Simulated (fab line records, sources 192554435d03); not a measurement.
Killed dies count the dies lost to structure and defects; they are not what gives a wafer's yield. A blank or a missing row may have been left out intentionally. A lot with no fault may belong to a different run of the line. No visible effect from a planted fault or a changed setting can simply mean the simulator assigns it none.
Split-lot experiment ; flow n5-finfet ; 7 lots, 21 wafers read, on a route of 1938 steps

## ON THE SPLIT
At N5_PMOS_HMC_CHANNEL_EPI_PEB_07 (peb time 60 s), the setting peb-temp-c was moved away from the recipe's 110 C on 6 of the 21 wafers read, by -2.9% to -1.5%. This setting was run at the recipe's value on the other wafers.

## FROM SPLIT TO READING: 1 step shown by the file between the two
- N5_PMOS_HMC_CHANNEL_EPI_DEVELOP_08: develop time 30 s

## THE READING
At N5_PMOS_HMC_CHANNEL_EPI_CD_MEAS_09: cd-nm in nanometres, against a target cd of 237.4 nm. On this fab line, fault-free wafers typically give 237.4 nm with a standard deviation of 0.89 nm.

wafer;tool, chamber at the split;peb-temp-c as run, C;against the recipe;cd-nm, nm;against lot-mates on the recipe
L076.2;litho-track-04, 0;110;recipe;238.4;-
L076.3;litho-track-04, 0;110;recipe;237.4;-
L076.4;litho-track-04, 0;110;recipe;238.1;-
L080.1;litho-track-01, 0;110;recipe;237.1;-
L080.4;litho-track-01, 0;107.9;-1.9%;230.6;-6.3
L080.6;litho-track-01, 0;110;recipe;236.7;-
L081.2;litho-track-03, 0;106.8;-2.9%;226.9;-9.7
L081.4;litho-track-03, 0;110;recipe;237.4;-
L081.5;litho-track-03, 0;110;recipe;235.8;-
L082.1;litho-track-03, 0;107;-2.7%;227.3;no lot-mate on the recipe
L082.2;litho-track-03, 0;107;-2.7%;227.2;no lot-mate on the recipe
L082.6;litho-track-03, 0;107;-2.7%;226.9;no lot-mate on the recipe
L088.2;litho-track-03, 0;110;recipe;237.9;-
L088.5;litho-track-03, 0;110;recipe;239.1;-
L088.6;litho-track-03, 0;110;recipe;237.3;-
L095.2;litho-track-03, 0;110;recipe;237.7;-
L095.3;litho-track-03, 0;110;recipe;236.7;-
L095.4;litho-track-03, 0;110;recipe;238.4;-
L097.2;litho-track-03, 0;110;recipe;239.3;-
L097.4;litho-track-03, 0;110;recipe;237.7;-
L097.5;litho-track-03, 0;108.4;-1.5%;233.9;-4.6

THE FIT
A straight line over all 21 wafers: cd-nm changes by +3.76 nm for each +1% of peb-temp-c; r = +0.98; the points scatter about the line by 0.89 nm.
The same after taking each lot's own level away (the mean of its wafers on the recipe; 18 wafers): +3.3 nm for each +1%; r = +0.98; scatter 0.63 nm.
Per that fit: largest peb-temp-c move, reading shift of 9.6 nm.
From 236.60 to 238.50 nm: that is the span of the lots' own levels, equal to 2.1 times the standard deviation above.
So the lot-to-lot level changes the slope: the two fits differ.
Check: for one of the wafers moved furthest among these (-2.9%), held out of the fit, the line's prediction against its lot-mates is -9.45 nm. It came out at -9.7 nm against them.

## OTHER SPLITS ON THESE WAFERS
These wafers also went through other splits before the reading. Each is held against what the fit with the lots' levels taken away leaves over:
other split on the same wafers;wafers away from the commonest value;r with cd-nm (lot level and that fit taken away)
N5_WELL_APT_PEB_23 peb-temp-c;6;+0.09
N5_WELL_APT_DEVELOP_24 develop-time-s;6;-0.04

## THE WHOLE CHAIN: every reading that the file lists as answering this split, in the file's order
step;what it does;reading;change (the file's fit);r (the file's)
N5_PMOS_HMC_CHANNEL_EPI_CD_MEAS_09;target cd 237.4 nm;cd-nm;+3.31 nm for each +1% of the setting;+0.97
N5_PMOS_HMC_CHANNEL_EPI_DESCUM_14;chemistry O2, time 7.9 s;PMOS_HMC_CHANNEL_EPI.cd-nm (the simulator's own value, which no gauge read);+3.37 nm for each +1% of the setting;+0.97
N5_PMOS_HMC_CHANNEL_EPI_ETCH_32;etches BARC in N2/H2, stops on SiO2, target depth 85.8 nm, time 50.3 s;PMOS_HMC_CHANNEL_EPI.cd-nm (the simulator's own value, which no gauge read);+3.68 nm for each +1% of the setting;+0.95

## FILE'S OWN FIT
cd-nm changes by +3.31 nm for each +1% of peb-temp-c, r = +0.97.
